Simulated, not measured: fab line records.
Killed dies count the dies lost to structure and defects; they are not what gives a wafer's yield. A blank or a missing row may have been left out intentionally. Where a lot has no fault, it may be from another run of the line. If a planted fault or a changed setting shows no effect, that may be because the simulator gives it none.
Split-lot experiment :: flow n5_finfet :: on a route of 1938 steps: 7 lots, 39 wafers read

== SPLIT DETAILS ==
At N5_PASSIVATION_ETCH_54 (etches SiO2 in CHF3/O2, target depth 880 nm, time 440 s), the setting target_depth_a was moved away from the recipe's 8800 angstrom on 15 of the 39 wafers read, by +24.4% to +53.6%. The other wafers ran this setting at the recipe's value.

The reading is taken at the split's own step.

== THE READING ==
PASSIVATION.feature_depth_nm (the simulator's own value, which no gauge read), in nm, at N5_PASSIVATION_ETCH_54 (etches SiO2 in CHF3/O2, target depth 880 nm, time 440 s). The file does not state a usual value for it. The 24 wafers here that ran the recipe average 870.9 nm, standard deviation 13 nm.

wafer: L075.1
tool, chamber at the split: rie_diel-05, 2
target_depth_a as run, angstrom: 12780
against the recipe: +45.2%
PASSIVATION.feature_depth_nm, nm: 1259
against lot-mates on the recipe: +390.0

wafer: L075.2
tool, chamber at the split: rie_diel-05, 3
target_depth_a as run, angstrom: 12780
against the recipe: +45.2%
PASSIVATION.feature_depth_nm, nm: 1269
against lot-mates on the recipe: +400.0

wafer: L075.3
tool, chamber at the split: rie_diel-05, 1
target_depth_a as run, angstrom: 8800
against the recipe: recipe
PASSIVATION.feature_depth_nm, nm: 859.4
against lot-mates on the recipe: -

wafer: L075.4
tool, chamber at the split: rie_diel-05, 0
target_depth_a as run, angstrom: 12780
against the recipe: +45.2%
PASSIVATION.feature_depth_nm, nm: 1233
against lot-mates on the recipe: +364.0

wafer: L075.5
tool, chamber at the split: rie_diel-05, 3
target_depth_a as run, angstrom: 8800
against the recipe: recipe
PASSIVATION.feature_depth_nm, nm: 874.4
against lot-mates on the recipe: -

wafer: L075.6
tool, chamber at the split: rie_diel-05, 2
target_depth_a as run, angstrom: 8800
against the recipe: recipe
PASSIVATION.feature_depth_nm, nm: 873.2
against lot-mates on the recipe: -

wafer: L077.1
tool, chamber at the split: rie_diel-02, 3
target_depth_a as run, angstrom: 8800
against the recipe: recipe
PASSIVATION.feature_depth_nm, nm: 892
against lot-mates on the recipe: -

wafer: L077.2
tool, chamber at the split: rie_diel-02, 2
target_depth_a as run, angstrom: 8800
against the recipe: recipe
PASSIVATION.feature_depth_nm, nm: 891.4
against lot-mates on the recipe: -

wafer: L077.3
tool, chamber at the split: rie_diel-02, 0
target_depth_a as run, angstrom: 8800
against the recipe: recipe
PASSIVATION.feature_depth_nm, nm: 886.4
against lot-mates on the recipe: -

wafer: L077.4
tool, chamber at the split: rie_diel-02, 1
target_depth_a as run, angstrom: 13520
against the recipe: +53.6%
PASSIVATION.feature_depth_nm, nm: 1343
against lot-mates on the recipe: +453.1

wafer: L077.5
tool, chamber at the split: rie_diel-02, 0
target_depth_a as run, angstrom: 13520
against the recipe: +53.6%
PASSIVATION.feature_depth_nm, nm: 1357
against lot-mates on the recipe: +467.1

wafer: L077.6
tool, chamber at the split: rie_diel-02, 1
target_depth_a as run, angstrom: 13520
against the recipe: +53.6%
PASSIVATION.feature_depth_nm, nm: 1358
against lot-mates on the recipe: +468.1

wafer: L074.1
tool, chamber at the split: rie_diel-05, 1
target_depth_a as run, angstrom: 11980
against the recipe: +36.1%
PASSIVATION.feature_depth_nm, nm: 1181
against lot-mates on the recipe: +312.3

wafer: L074.2
tool, chamber at the split: rie_diel-05, 2
target_depth_a as run, angstrom: 8800
against the recipe: recipe
PASSIVATION.feature_depth_nm, nm: 875
against lot-mates on the recipe: -

wafer: L074.3
tool, chamber at the split: rie_diel-05, 3
target_depth_a as run, angstrom: 11980
against the recipe: +36.1%
PASSIVATION.feature_depth_nm, nm: 1188
against lot-mates on the recipe: +319.3

wafer: L074.4
tool, chamber at the split: rie_diel-05, 0
target_depth_a as run, angstrom: 8800
against the recipe: recipe
PASSIVATION.feature_depth_nm, nm: 854.6
against lot-mates on the recipe: -

wafer: L074.5
tool, chamber at the split: rie_diel-05, 2
target_depth_a as run, angstrom: 11980
against the recipe: +36.1%
PASSIVATION.feature_depth_nm, nm: 1195
against lot-mates on the recipe: +326.3

wafer: L074.6
tool, chamber at the split: rie_diel-05, 1
target_depth_a as run, angstrom: 8800
against the recipe: recipe
PASSIVATION.feature_depth_nm, nm: 876.6
against lot-mates on the recipe: -

wafer: L078.1
tool, chamber at the split: rie_diel-04, 0
target_depth_a as run, angstrom: 10950
against the recipe: +24.4%
PASSIVATION.feature_depth_nm, nm: 1092
against lot-mates on the recipe: +213.1

wafer: L078.2
tool, chamber at the split: rie_diel-04, 2
target_depth_a as run, angstrom: 8800
against the recipe: recipe
PASSIVATION.feature_depth_nm, nm: 889.8
against lot-mates on the recipe: -

wafer: L078.3
tool, chamber at the split: rie_diel-04, 3
target_depth_a as run, angstrom: 10950
against the recipe: +24.4%
PASSIVATION.feature_depth_nm, nm: 1111
against lot-mates on the recipe: +232.1

wafer: L078.4
tool, chamber at the split: rie_diel-04, 1
target_depth_a as run, angstrom: 8800
against the recipe: recipe
PASSIVATION.feature_depth_nm, nm: 872
against lot-mates on the recipe: -

wafer: L078.5
tool, chamber at the split: rie_diel-04, 1
target_depth_a as run, angstrom: 10950
against the recipe: +24.4%
PASSIVATION.feature_depth_nm, nm: 1088
against lot-mates on the recipe: +209.1

wafer: L078.6
tool, chamber at the split: rie_diel-04, 0
target_depth_a as run, angstrom: 8800
against the recipe: recipe
PASSIVATION.feature_depth_nm, nm: 874.8
against lot-mates on the recipe: -

wafer: L079.2
tool, chamber at the split: rie_diel-02, 2
target_depth_a as run, angstrom: 8800
against the recipe: recipe
PASSIVATION.feature_depth_nm, nm: 884.4
against lot-mates on the recipe: -

wafer: L079.5
tool, chamber at the split: rie_diel-02, 3
target_depth_a as run, angstrom: 8800
against the recipe: recipe
PASSIVATION.feature_depth_nm, nm: 884.2
against lot-mates on the recipe: -

wafer: L079.6
tool, chamber at the split: rie_diel-02, 0
target_depth_a as run, angstrom: 8800
against the recipe: recipe
PASSIVATION.feature_depth_nm, nm: 876
against lot-mates on the recipe: -

wafer: L089.1
tool, chamber at the split: rie_diel-05, 2
target_depth_a as run, angstrom: 12400
against the recipe: +40.9%
PASSIVATION.feature_depth_nm, nm: 1231
against lot-mates on the recipe: +372.2

wafer: L089.2
tool, chamber at the split: rie_diel-05, 3
target_depth_a as run, angstrom: 8800
against the recipe: recipe
PASSIVATION.feature_depth_nm, nm: 871.8
against lot-mates on the recipe: -

wafer: L089.3
tool, chamber at the split: rie_diel-05, 1
target_depth_a as run, angstrom: 12400
against the recipe: +40.9%
PASSIVATION.feature_depth_nm, nm: 1224
against lot-mates on the recipe: +365.2

wafer: L089.4
tool, chamber at the split: rie_diel-05, 0
target_depth_a as run, angstrom: 8800
against the recipe: recipe
PASSIVATION.feature_depth_nm, nm: 855
against lot-mates on the recipe: -

wafer: L089.5
tool, chamber at the split: rie_diel-05, 3
target_depth_a as run, angstrom: 12400
against the recipe: +40.9%
PASSIVATION.feature_depth_nm, nm: 1241
against lot-mates on the recipe: +382.2

wafer: L089.6
tool, chamber at the split: rie_diel-05, 0
target_depth_a as run, angstrom: 8800
against the recipe: recipe
PASSIVATION.feature_depth_nm, nm: 849.6
against lot-mates on the recipe: -

wafer: L097.1
tool, chamber at the split: rie_diel-05, 1
target_depth_a as run, angstrom: 8800
against the recipe: recipe
PASSIVATION.feature_depth_nm, nm: 857.6
against lot-mates on the recipe: -

wafer: L097.2
tool, chamber at the split: rie_diel-05, 0
target_depth_a as run, angstrom: 8800
against the recipe: recipe
PASSIVATION.feature_depth_nm, nm: 847.8
against lot-mates on the recipe: -

wafer: L097.3
tool, chamber at the split: rie_diel-05, 2
target_depth_a as run, angstrom: 8800
against the recipe: recipe
PASSIVATION.feature_depth_nm, nm: 869.2
against lot-mates on the recipe: -

wafer: L097.4
tool, chamber at the split: rie_diel-05, 3
target_depth_a as run, angstrom: 8800
against the recipe: recipe
PASSIVATION.feature_depth_nm, nm: 870.8
against lot-mates on the recipe: -

wafer: L097.5
tool, chamber at the split: rie_diel-05, 0
target_depth_a as run, angstrom: 8800
against the recipe: recipe
PASSIVATION.feature_depth_nm, nm: 854.8
against lot-mates on the recipe: -

wafer: L097.6
tool, chamber at the split: rie_diel-05, 1
target_depth_a as run, angstrom: 8800
against the recipe: recipe
PASSIVATION.feature_depth_nm, nm: 860.4
against lot-mates on the recipe: -

THE FIT
A straight line over all 39 wafers: PASSIVATION.feature_depth_nm changes by +8.81 nm for each +1% of target_depth_a; r = +1.00; the points scatter about the line by 14 nm.
The same after taking each lot's own level away (the mean of its wafers on the recipe; 39 wafers): +8.73 nm for each +1%; r = +1.00; scatter 10 nm.
According to that fit, moving target_depth_a by its largest amount changes the reading by 4.7e+02 nm.
Measured against the standard deviation above, the lots' own levels, which go from 858.80 to 889.93 nm, span 2.4 times it.
The two slopes are in agreement: the lot-to-lot level therefore moves the slope only a little.
Check: for one of the wafers moved furthest among these (+53.6%), held out of the fit, the line's prediction against its lot-mates is +471 nm. Against them it came out at +453 nm.

== OTHER SPLITS ON THESE WAFERS ==
Before the reading, these wafers also passed through other splits. Each is held against what the fit with the lots' levels taken away leaves over:
other split on the same wafers: N5_BEOL_M14_TRENCH_ETCH_34 time_s
wafers away from the commonest value: 6
r with PASSIVATION.feature_depth_nm (lot level and that fit taken away): -0.09

== THE WHOLE CHAIN: every reading that the file lists as answering this split, in the file's order ==
step: N5_PASSIVATION_ETCH_54
what it does: etches SiO2 in CHF3/O2, target depth 880 nm, time 440 s
reading: etch.depth_nm (the simulator's own value, which no gauge read)
change (the file's fit): +8.75 nm for each +1% of the setting
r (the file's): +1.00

step: N5_PASSIVATION_ETCH_54
what it does: etches SiO2 in CHF3/O2, target depth 880 nm, time 440 s
reading: PASSIVATION.feature_depth_nm (the simulator's own value, which no gauge read)
change (the file's fit): +8.75 nm for each +1% of the setting
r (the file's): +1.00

== THE FILE'S OWN FIT ==
PASSIVATION.feature_depth_nm changes by +8.75 nm for each +1% of target_depth_a, r = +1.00.
